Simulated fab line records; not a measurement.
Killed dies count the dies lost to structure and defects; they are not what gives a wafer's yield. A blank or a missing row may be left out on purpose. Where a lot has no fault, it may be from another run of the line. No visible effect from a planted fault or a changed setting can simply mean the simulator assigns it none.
What tool caused it? | flow nand_harc | Sampling: 6 lots, 18 wafers, 3 of 1302 route steps

## WHAT THE GAUGES SHOWED, per wafer
NHARC_END_SORT_01.
lot  | measured     | on        | killed_at_other
L922 | day 24 21:56 | prober-02 | 1 0 1
L931 | day 28 12:30 | prober-02 | 1 0 1
L937 | day 31 14:53 | prober-01 | 1 0 0

## EACH LOT AND THE TOOL THAT RAN IT (in order: tool; ch and the chambers of the sampled wafers; start)
lot  | NHARC_P_GATE_EXPOSE_08            | NHARC_P_GATE_DESCUM_13
L922 | krf_scanner-03 ch 0, day 4 23:40  | rie_diel-10 ch 0,1,3, day 5 00:02
L926 | krf_scanner-04 ch 0, day 6 16:50  | rie_diel-10 ch 1,2,3, day 6 17:10
L929 | krf_scanner-04 ch 0, day 7 23:21  | rie_diel-07 ch 0,1,2, day 7 23:40
L931 | krf_scanner-02 ch 0, day 8 17:00  | rie_diel-07 ch 1,3, day 8 17:19
L937 | krf_scanner-04 ch 0, day 11 01:59 | rie_diel-13 ch 1,2, day 11 02:17
L943 | krf_scanner-02 ch 0, day 13 09:43 | rie_diel-10 ch 1,2, day 13 10:02
- NHARC_P_GATE_EXPOSE_08: exposes mask P HV.
- NHARC_P_GATE_DESCUM_13: chemistry O2, time 3 s.

## THE ANSWER, worked out from the rows above alone
Rule: the usual values come from the lots themselves. Put in order of their means at a reading, lots are off if they are a third of the lots or fewer, leave a main group of 4 or more, and stand apart from it by a gap of 3 or more times the standard deviation of the main group's means; of several such gaps the widest counts. A main group is skipped when, at the precision printed for the reading in the tables above, its means are all equal. Also off: a lot with no number at a reading for which 4 or more lots have one. Any other lot the step has rows for is counted as sound.
Nothing can be told from this: no lot is off at any reading shown.

## WHAT HAD BEEN PUT IN BY THE SIMULATOR
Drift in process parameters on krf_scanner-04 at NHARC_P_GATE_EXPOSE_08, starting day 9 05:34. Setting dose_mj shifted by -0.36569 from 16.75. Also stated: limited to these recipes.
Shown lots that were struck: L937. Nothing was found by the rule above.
